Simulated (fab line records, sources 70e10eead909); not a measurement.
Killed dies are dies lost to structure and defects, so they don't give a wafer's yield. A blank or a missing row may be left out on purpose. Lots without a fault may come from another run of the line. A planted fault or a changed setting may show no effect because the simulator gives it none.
A struck lot beside a sound one | flow nand_harc | 17 steps out of a route of 1302
Sound: wafers L291.2, L291.4, L291.5. Struck: wafers L280.2, L280.3, L280.4. The cause comes at the end.
At each step with rows: each side's tool, then ch and its chambers, then its first start. Under that, the readings that differ: sound wafers | struck wafers | difference of the means | sigmas: that difference in standard deviations of wafers without a fault.
alike: readings whose means differ by less than 2 such deviations, and words and numbers that are the same on both sides. not compared: withheld readings, readings that some wafer has no value for, bounds like >300 that may hide the same value, and numbers for which the record gives no deviation and whose values overlap.
The two part at a step that has a row with sigmas, a row that says differs or no value, or rows on one side only. Numbers that don't overlap but have no deviation are shown without sigmas and don't part them. A reading that every wafer of one side lacks parts them only if that side has two wafers or more.

NHARC_P_M2_INSPECT_11:
  sound on defect_inspect-01, day 15 14:43; struck on defect_inspect-02, day 11 03:24
  alike: raw_defect_count
NHARC_P_M2_DESCUM_14: chemistry O2, time 3 s.
  sound on rie_diel-05 ch 1,2,3, day 15 14:47; struck on rie_diel-04 ch 0,1,3, day 11 03:28
  alike: chamber_pressure_mTorr, drypump_motor_current_A, oes_product_au, rf_vpp_V, showerhead_plenum_p_Torr, throttle_valve_pct
  not compared: rf_hours_counter_h
then, 2 steps without rows for these wafers: NHARC_P_M2_ETCH_35 (etches the open film in N2/H2, target depth 40 nm, overetch 12 nm, time 43.94 s); NHARC_P_M2_ETCH_15 (etches the open film in C4F8/Ar, target depth 182.5 nm, time 91.2 s).
NHARC_P_M2_CD_MEAS_16:
  sound on cd_sem-01, day 15 15:05; struck on cd_sem-02, day 11 03:46
  alike: cd_nm
NHARC_P_M2_STRIP_18: strips in N2/H2.
  sound on rie_diel-04 ch 1,2,3, day 15 15:13; struck on rie_diel-03 ch 1,2,3, day 11 03:50
  alike: chamber_pressure_mTorr, drypump_motor_current_A, h2_flow_sccm, oes_product_au, power_w, rf_vpp_V, showerhead_plenum_p_Torr, throttle_valve_pct
  not compared: rf_hours_counter_h
then, 2 steps without rows for these wafers: NHARC_P_M2_ETCH_28 (etches the open film in CF4/N2, target depth 30 nm, time 72.99 s); NHARC_P_M2_STRIP_19 (strips in post etch residue remover, time 600 s).
NHARC_P_M2_DEGAS_29: time 60 s.
  sound on pvd_sputter-02, day 15 15:48; struck on pvd_sputter-02, day 11 04:32
  alike: heater_power_w
NHARC_P_M2_PRE_CLEAN_30: time 30 s.
  sound on pvd_sputter-02; struck on pvd_sputter-02
  alike: heater_power_w
NHARC_P_M2_PVD_20: deposits TaN, target thk 5 nm, time 8.06 s.
  sound on pvd_sputter-02; struck on pvd_sputter-02
  alike: throttle_valve_pct
then, 1 step without rows for these wafers: NHARC_P_M2_PVD_21 (deposits Cu, target thk 30 nm, time 20.49 s).
NHARC_P_M2_ECD_22: material Cu, target thk 400 nm.
  sound on ecd_cu-01 ch 0, day 15 16:10; struck on ecd_cu-01 ch 0,1, day 11 05:28
then, 1 step without rows for these wafers: NHARC_P_M2_ANNEAL_31 (time 90 s).
NHARC_P_M2_CMP_23: polishes, t overpolish 20 s, target thk 144.3 nm.
  sound on cmp-04 ch 0,3, day 15 17:11; struck on cmp-01 ch 0,2,3, day 11 06:26
  reading                | sound    | struck   | difference | sigmas
  time_to_endpoint_s (s) | 32 25 30 | 58 53 54 | +26        | +8
  alike: motor_current_A
NHARC_P_M2_THK_MEAS_24: measures by xrf.
  sound on film_metro-02, day 15 17:30; struck on film_metro-02, day 11 06:43
  alike: thk_nm
-- the record jumps here: 18 days lie between the struck wafers' starts before and after (it left off in module P_M2 and takes up again in module END, whose first step shown is number 1302 of the route) --
NHARC_END_SORT_01:
  the record has rows for the struck wafers here (prober-02 ch 0, day 29 05:11) and none for the sound ones

WHERE THEY PART
First at NHARC_P_M2_CMP_23; last, within this record, at NHARC_END_SORT_01.

WHY: what the simulator had put in
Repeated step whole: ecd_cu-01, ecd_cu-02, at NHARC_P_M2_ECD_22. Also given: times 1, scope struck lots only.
